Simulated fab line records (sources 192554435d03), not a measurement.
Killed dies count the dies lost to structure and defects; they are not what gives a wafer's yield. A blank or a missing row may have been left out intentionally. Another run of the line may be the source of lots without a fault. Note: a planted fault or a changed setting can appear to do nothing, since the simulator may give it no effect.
Split-lot experiment || flow n5_finfet || on a route of 1938 steps: 7 lots, 21 wafers read

## ON THE SPLIT
At N5_WELL_APT_EXPOSE_05 (exposes mask NWELL, defocus 0 nm, target cd 200 nm), the setting dose_mj was moved away from the recipe's 20.3 on 7 of the 21 wafers read, by -6.3% to +6.1%. The other wafers ran this setting at the recipe's value.

## FROM THE SPLIT TO THE READING: what the file shows between them, 2 steps
- N5_WELL_APT_DEVELOP_07: develop time 45 s (also split here: develop_time_s)
- N5_WELL_APT_HARDBAKE_12: time 120 s

## THE READING
cd_nm (nm) at N5_WELL_APT_CD_MEAS_08, where the cd target is 200 nm. Fault-free wafers of this fab line usually give 200.4 nm, standard deviation 1.1 nm.

{"wafer": "L074.2", "tool, chamber at the split": "krf_scanner-02, 0", "dose_mj as run": 20.3, "against the recipe": "recipe", "cd_nm, nm": 200.5, "against lot-mates on the recipe": "-"}
{"wafer": "L074.4", "tool, chamber at the split": "krf_scanner-02, 0", "dose_mj as run": 20.3, "against the recipe": "recipe", "cd_nm, nm": 199.6, "against lot-mates on the recipe": "-"}
{"wafer": "L074.6", "tool, chamber at the split": "krf_scanner-02, 0", "dose_mj as run": 20.3, "against the recipe": "recipe", "cd_nm, nm": 201.7, "against lot-mates on the recipe": "-"}
{"wafer": "L075.2", "tool, chamber at the split": "krf_scanner-02, 0", "dose_mj as run": 20.92, "against the recipe": "+3.1%", "cd_nm, nm": 205.7, "against lot-mates on the recipe": "+5.2"}
{"wafer": "L075.5", "tool, chamber at the split": "krf_scanner-02, 0", "dose_mj as run": 20.92, "against the recipe": "+3.1%", "cd_nm, nm": 205.5, "against lot-mates on the recipe": "+5.0"}
{"wafer": "L075.6", "tool, chamber at the split": "krf_scanner-02, 0", "dose_mj as run": 20.3, "against the recipe": "recipe", "cd_nm, nm": 200.5, "against lot-mates on the recipe": "-"}
{"wafer": "L080.1", "tool, chamber at the split": "krf_scanner-02, 0", "dose_mj as run": 20.3, "against the recipe": "recipe", "cd_nm, nm": 198.9, "against lot-mates on the recipe": "-"}
{"wafer": "L080.4", "tool, chamber at the split": "krf_scanner-02, 0", "dose_mj as run": 20.3, "against the recipe": "recipe", "cd_nm, nm": 198.2, "against lot-mates on the recipe": "-"}
{"wafer": "L080.5", "tool, chamber at the split": "krf_scanner-02, 0", "dose_mj as run": 21.53, "against the recipe": "+6.1%", "cd_nm, nm": 207.7, "against lot-mates on the recipe": "+9.1"}
{"wafer": "L086.2", "tool, chamber at the split": "krf_scanner-02, 0", "dose_mj as run": 20.3, "against the recipe": "recipe", "cd_nm, nm": 199.6, "against lot-mates on the recipe": "-"}
{"wafer": "L086.4", "tool, chamber at the split": "krf_scanner-02, 0", "dose_mj as run": 19.53, "against the recipe": "-3.8%", "cd_nm, nm": 195.8, "against lot-mates on the recipe": -5.2}
{"wafer": "L086.5", "tool, chamber at the split": "krf_scanner-02, 0", "dose_mj as run": 20.3, "against the recipe": "recipe", "cd_nm, nm": 202.5, "against lot-mates on the recipe": "-"}
{"wafer": "L087.1", "tool, chamber at the split": "krf_scanner-01, 0", "dose_mj as run": 20.3, "against the recipe": "recipe", "cd_nm, nm": 199.3, "against lot-mates on the recipe": "-"}
{"wafer": "L087.2", "tool, chamber at the split": "krf_scanner-01, 0", "dose_mj as run": 19.02, "against the recipe": "-6.3%", "cd_nm, nm": 188.6, "against lot-mates on the recipe": -12.1}
{"wafer": "L087.6", "tool, chamber at the split": "krf_scanner-01, 0", "dose_mj as run": 20.3, "against the recipe": "recipe", "cd_nm, nm": 202.1, "against lot-mates on the recipe": "-"}
{"wafer": "L095.1", "tool, chamber at the split": "krf_scanner-02, 0", "dose_mj as run": 20.3, "against the recipe": "recipe", "cd_nm, nm": 199.9, "against lot-mates on the recipe": "-"}
{"wafer": "L095.2", "tool, chamber at the split": "krf_scanner-02, 0", "dose_mj as run": 20.3, "against the recipe": "recipe", "cd_nm, nm": 201.2, "against lot-mates on the recipe": "-"}
{"wafer": "L095.4", "tool, chamber at the split": "krf_scanner-02, 0", "dose_mj as run": 20.3, "against the recipe": "recipe", "cd_nm, nm": 201.5, "against lot-mates on the recipe": "-"}
{"wafer": "L096.1", "tool, chamber at the split": "krf_scanner-02, 0", "dose_mj as run": 19.83, "against the recipe": "-2.3%", "cd_nm, nm": 197.0, "against lot-mates on the recipe": -4.5}
{"wafer": "L096.2", "tool, chamber at the split": "krf_scanner-02, 0", "dose_mj as run": 19.83, "against the recipe": "-2.3%", "cd_nm, nm": 195.9, "against lot-mates on the recipe": -5.6}
{"wafer": "L096.4", "tool, chamber at the split": "krf_scanner-02, 0", "dose_mj as run": 20.3, "against the recipe": "recipe", "cd_nm, nm": 201.5, "against lot-mates on the recipe": "-"}

FIT RESULTS
A straight line over all 21 wafers: cd_nm changes by +1.55 nm for each +1% of dose_mj; r = +0.95; the points scatter about the line by 1.3 nm.
The same after taking each lot's own level away (the mean of its wafers on the recipe; 21 wafers): +1.71 nm for each +1%; r = +0.97; scatter 1 nm.
The reading moves by 11 nm for the largest change in dose_mj, on that fit.
From 198.55 to 201.50 nm: that is the span of the lots' own levels, equal to 2.7 times the standard deviation above.
So the lot-to-lot level changes the slope little: the two slopes agree.
Check: -10.3 nm against its lot-mates is what the line predicts for one of the wafers moved furthest among these (-6.3%) when that wafer is left out of the fit. Against them it came out at -12.1 nm.

## OTHER SPLITS APPLIED TO THESE WAFERS
Before the reading, these wafers also passed through other splits. Each is held against what the fit with the lots' levels taken away leaves over:
{"other split on the same wafers": "N5_WELL_APT_DEVELOP_07 develop_time_s", "wafers away from the commonest value": 7, "r with cd_nm (lot level and that fit taken away)": "+0.26"}

## THE WHOLE CHAIN: every reading that the file lists as answering this split, in the file's order
{"step": "N5_WELL_APT_CD_MEAS_08", "what it does": "target cd 200 nm", "reading": "cd_nm", "change (the file's fit)": "+1.7 nm for each +1% of the setting", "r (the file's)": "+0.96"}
{"step": "N5_WELL_APT_DESCUM_13", "what it does": "chemistry O2, time 7.9 s", "reading": "WELL_APT.cd_nm (the simulator's own value, which no gauge read)", "change (the file's fit)": "+1.65 nm for each +1% of the setting", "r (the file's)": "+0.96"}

## THE FILE'S OWN FIT
cd_nm changes by +1.7 nm for each +1% of dose_mj, r = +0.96.
